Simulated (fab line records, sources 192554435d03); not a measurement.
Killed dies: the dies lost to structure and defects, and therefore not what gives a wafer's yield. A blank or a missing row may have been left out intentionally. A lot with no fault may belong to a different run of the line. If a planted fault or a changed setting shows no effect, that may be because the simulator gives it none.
Which tool was responsible? :: flow n5_finfet :: 33 wafers from 11 lots sampled at 4 of the route's 1938 steps

## WHAT THE GAUGES SHOWED, per wafer
The record lacks any reading of a measuring or inspecting step that a usual standard deviation could be used to judge.

## TOOL THAT RAN EACH LOT (tool first, then ch and the chambers of the sampled wafers, then the start)
lot: L540
N5_BEOL_M9_ALD_74: ald_metal-03 ch 0,1,3, day 11 01:03
N5_BEOL_M9_SURFACE_TREAT_79: pvd_sputter-01, day 11 01:28
N5_BEOL_M10_ILD_DEP_00: pecvd-04 ch 0,1, day 11 02:50
N5_BEOL_M10_PECVD_70: pecvd-03 ch 1,2, day 11 03:28

lot: L544
N5_BEOL_M9_ALD_74: ald_metal-03 ch 0,2,3, day 12 05:38
N5_BEOL_M9_SURFACE_TREAT_79: pvd_sputter-03, day 12 06:04
N5_BEOL_M10_ILD_DEP_00: pecvd-04 ch 0,1,2, day 12 09:32
N5_BEOL_M10_PECVD_70: pecvd-01 ch 0,2, day 12 10:38

lot: L546
N5_BEOL_M9_ALD_74: ald_metal-01 ch 0,1,2, day 12 13:11
N5_BEOL_M9_SURFACE_TREAT_79: pvd_sputter-01, day 12 14:58
N5_BEOL_M10_ILD_DEP_00: pecvd-03 ch 0,1, day 12 16:17
N5_BEOL_M10_PECVD_70: pecvd-04 ch 0,1, day 12 17:23

lot: L547
N5_BEOL_M9_ALD_74: ald_metal-04 ch 0,1,3, day 12 22:39
N5_BEOL_M9_SURFACE_TREAT_79: pvd_sputter-02, day 12 22:56
N5_BEOL_M10_ILD_DEP_00: pecvd-04 ch 1,2, day 13 01:58
N5_BEOL_M10_PECVD_70: pecvd-03 ch 0,1,2, day 13 02:37

lot: L548
N5_BEOL_M9_ALD_74: ald_metal-04 ch 0,2,3, day 13 08:32
N5_BEOL_M9_SURFACE_TREAT_79: pvd_sputter-01, day 13 08:53
N5_BEOL_M10_ILD_DEP_00: pecvd-04 ch 0,1,2, day 13 10:10
N5_BEOL_M10_PECVD_70: pecvd-04 ch 1,2, day 13 11:17

lot: L550
N5_BEOL_M9_ALD_74: ald_metal-04 ch 0,2,3, day 13 19:04
N5_BEOL_M9_SURFACE_TREAT_79: pvd_sputter-02, day 13 19:34
N5_BEOL_M10_ILD_DEP_00: pecvd-04 ch 0,1,2, day 13 21:46
N5_BEOL_M10_PECVD_70: pecvd-01 ch 0,1,2, day 13 22:23

lot: L553
N5_BEOL_M9_ALD_74: ald_metal-03 ch 0,1,3, day 14 07:59
N5_BEOL_M9_SURFACE_TREAT_79: pvd_sputter-02, day 14 08:18
N5_BEOL_M10_ILD_DEP_00: pecvd-04 ch 0,1,2, day 14 09:49
N5_BEOL_M10_PECVD_70: pecvd-03 ch 0,1,2, day 14 10:26

lot: L554
N5_BEOL_M9_ALD_74: ald_metal-01 ch 0,2,3, day 14 14:12
N5_BEOL_M9_SURFACE_TREAT_79: pvd_sputter-02, day 14 16:08
N5_BEOL_M10_ILD_DEP_00: pecvd-01 ch 0,1, day 14 17:39
N5_BEOL_M10_PECVD_70: pecvd-03 ch 0,2, day 14 18:17

lot: L559
N5_BEOL_M9_ALD_74: ald_metal-04 ch 0,1,3, day 15 19:31
N5_BEOL_M9_SURFACE_TREAT_79: pvd_sputter-01, day 15 19:50
N5_BEOL_M10_ILD_DEP_00: pecvd-01 ch 0,2, day 15 21:44
N5_BEOL_M10_PECVD_70: pecvd-04 ch 0,2, day 15 22:21

lot: L561
N5_BEOL_M9_ALD_74: ald_metal-01 ch 0,3, day 16 09:11
N5_BEOL_M9_SURFACE_TREAT_79: pvd_sputter-01, day 16 09:28
N5_BEOL_M10_ILD_DEP_00: pecvd-03 ch 0,1, day 16 12:10
N5_BEOL_M10_PECVD_70: pecvd-04 ch 0,2, day 16 12:50

lot: L562
N5_BEOL_M9_ALD_74: ald_metal-01 ch 0,2,3, day 16 20:23
N5_BEOL_M9_SURFACE_TREAT_79: pvd_sputter-03, day 16 21:54
N5_BEOL_M10_ILD_DEP_00: pecvd-01 ch 0,1, day 16 23:22
N5_BEOL_M10_PECVD_70: pecvd-01 ch 0,2, day 17 00:00
- N5_BEOL_M9_ALD_74: deposits TaN, target thk 2 nm, pulse time 2 s, purge time 3 s.
- N5_BEOL_M9_SURFACE_TREAT_79
- N5_BEOL_M10_ILD_DEP_00: deposits SiCOH lowk from DEMS/porogen, target thk 308.51 nm, time 58 s.
- N5_BEOL_M10_PECVD_70: deposits SiO2 from TEOS/O2, target thk 20 nm, time 22.7 s.

## WHAT THE TOOLS THEMSELVES READ (means of the sampled wafers that have a number; where no wafer has one, the mark that the record gives instead)
N5_BEOL_M9_ALD_74.
lot: L540
tool: ald_metal-03
heater_power_w (W): 454
mfc_carrier_sccm (sccm): 1502

lot: L544
tool: ald_metal-03
heater_power_w (W): 445
mfc_carrier_sccm (sccm): 1503

lot: L546
tool: ald_metal-01
heater_power_w (W): 412
mfc_carrier_sccm (sccm): 1502

lot: L547
tool: ald_metal-04
heater_power_w (W): 467
mfc_carrier_sccm (sccm): 1499

lot: L548
tool: ald_metal-04
heater_power_w (W): 450
mfc_carrier_sccm (sccm): 1496

lot: L550
tool: ald_metal-04
heater_power_w (W): 443
mfc_carrier_sccm (sccm): 1500

lot: L553
tool: ald_metal-03
heater_power_w (W): 452
mfc_carrier_sccm (sccm): 1495

lot: L554
tool: ald_metal-01
heater_power_w (W): 399
mfc_carrier_sccm (sccm): 1501

lot: L559
tool: ald_metal-04
heater_power_w (W): 475
mfc_carrier_sccm (sccm): 1499

lot: L561
tool: ald_metal-01
heater_power_w (W): 368
mfc_carrier_sccm (sccm): 1499

lot: L562
tool: ald_metal-01
heater_power_w (W): 398
mfc_carrier_sccm (sccm): 1507

N5_BEOL_M10_ILD_DEP_00.
lot: L540
tool: pecvd-04
heater_power_w (W): 250
showerhead_plenum_p_Torr (Torr): 5.730
throttle_valve_pct (%): 13.9

lot: L544
tool: pecvd-04
heater_power_w (W): 280
showerhead_plenum_p_Torr (Torr): 5.723
throttle_valve_pct (%): 13.8

lot: L546
tool: pecvd-03
heater_power_w (W): 325
showerhead_plenum_p_Torr (Torr): 5.745
throttle_valve_pct (%): 14.2

lot: L547
tool: pecvd-04
heater_power_w (W): 229
showerhead_plenum_p_Torr (Torr): 5.715
throttle_valve_pct (%): 14.0

lot: L548
tool: pecvd-04
heater_power_w (W): 284
showerhead_plenum_p_Torr (Torr): 5.728
throttle_valve_pct (%): 13.8

lot: L550
tool: pecvd-04
heater_power_w (W): 308
showerhead_plenum_p_Torr (Torr): 5.727
throttle_valve_pct (%): 13.9

lot: L553
tool: pecvd-04
heater_power_w (W): 306
showerhead_plenum_p_Torr (Torr): 5.717
throttle_valve_pct (%): 14.0

lot: L554
tool: pecvd-01
heater_power_w (W): 313
showerhead_plenum_p_Torr (Torr): 5.745
throttle_valve_pct (%): 14.9

lot: L559
tool: pecvd-01
heater_power_w (W): 404
showerhead_plenum_p_Torr (Torr): 5.758
throttle_valve_pct (%): 14.5

lot: L561
tool: pecvd-03
heater_power_w (W): 303
showerhead_plenum_p_Torr (Torr): 5.733
throttle_valve_pct (%): 14.2

lot: L562
tool: pecvd-01
heater_power_w (W): 308
showerhead_plenum_p_Torr (Torr): 5.744
throttle_valve_pct (%): 14.9

N5_BEOL_M10_PECVD_70.
lot: L540
tool: pecvd-03
heater_power_w (W): 712
showerhead_plenum_p_Torr (Torr): 8.73
susceptor_temp_C (C): 399.82
throttle_valve_pct (%): 22.7

lot: L544
tool: pecvd-01
heater_power_w (W): 936
showerhead_plenum_p_Torr (Torr): 8.90
susceptor_temp_C (C): 400.09
throttle_valve_pct (%): 23.5

lot: L546
tool: pecvd-04
heater_power_w (W): 623
showerhead_plenum_p_Torr (Torr): 8.74
susceptor_temp_C (C): 400.21
throttle_valve_pct (%): 22.8

lot: L547
tool: pecvd-03
heater_power_w (W): 741
showerhead_plenum_p_Torr (Torr): 8.77
susceptor_temp_C (C): 399.93
throttle_valve_pct (%): 22.8

lot: L548
tool: pecvd-04
heater_power_w (W): 585
showerhead_plenum_p_Torr (Torr): 8.71
susceptor_temp_C (C): 400.09
throttle_valve_pct (%): 22.3

lot: L550
tool: pecvd-01
heater_power_w (W): 829
showerhead_plenum_p_Torr (Torr): 8.85
susceptor_temp_C (C): 399.74
throttle_valve_pct (%): 23.8

lot: L553
tool: pecvd-03
heater_power_w (W): 661
showerhead_plenum_p_Torr (Torr): 8.76
susceptor_temp_C (C): 398.13
throttle_valve_pct (%): 22.7

lot: L554
tool: pecvd-03
heater_power_w (W): 688
showerhead_plenum_p_Torr (Torr): 8.81
susceptor_temp_C (C): 397.82
throttle_valve_pct (%): 22.7

lot: L559
tool: pecvd-04
heater_power_w (W): 647
showerhead_plenum_p_Torr (Torr): 8.73
susceptor_temp_C (C): 399.78
throttle_valve_pct (%): 22.3

lot: L561
tool: pecvd-04
heater_power_w (W): 749
showerhead_plenum_p_Torr (Torr): 8.75
susceptor_temp_C (C): 400.26
throttle_valve_pct (%): 22.2

lot: L562
tool: pecvd-01
heater_power_w (W): 932
showerhead_plenum_p_Torr (Torr): 8.91
susceptor_temp_C (C): 399.98
throttle_valve_pct (%): 23.8

## THE ANSWER, worked out from the rows above alone
Rule: usual is defined by the lots themselves. The widest of any qualifying gaps counts: lots, ordered by their means at a reading, are off when they make up no more than a third of the lots, leave a main group of 4 or more, and stand apart from it by 3 or more times the standard deviation of that group's means. A main group is skipped when, at the precision printed for the reading in the tables above, its means are all equal. A lot without any number at a reading at which 4 lots or more have one is off too. The other lots that the step has rows for count as sound. The gauges are gone through in route order, then the tools' own readings, and for those a lot's mean is taken as printed above. At the first step where some lot is off, the reading lying furthest off is the one used; lots without a number count as furthest.
Off, at N5_BEOL_M10_PECVD_70 on susceptor_temp_C: L553, L554. The main group: mean 399.99 C, standard deviation 0.18.
If a tool, at that step or one of the process steps before it, ran each lot that is off and ran no sound lot following the first of them, it fits. 2 tools fit, pvd_sputter-02 at N5_BEOL_M9_SURFACE_TREAT_79 and pecvd-03 at N5_BEOL_M10_PECVD_70, so this cannot tell which one it is.

## WHAT THE SIMULATOR HAD PUT IN
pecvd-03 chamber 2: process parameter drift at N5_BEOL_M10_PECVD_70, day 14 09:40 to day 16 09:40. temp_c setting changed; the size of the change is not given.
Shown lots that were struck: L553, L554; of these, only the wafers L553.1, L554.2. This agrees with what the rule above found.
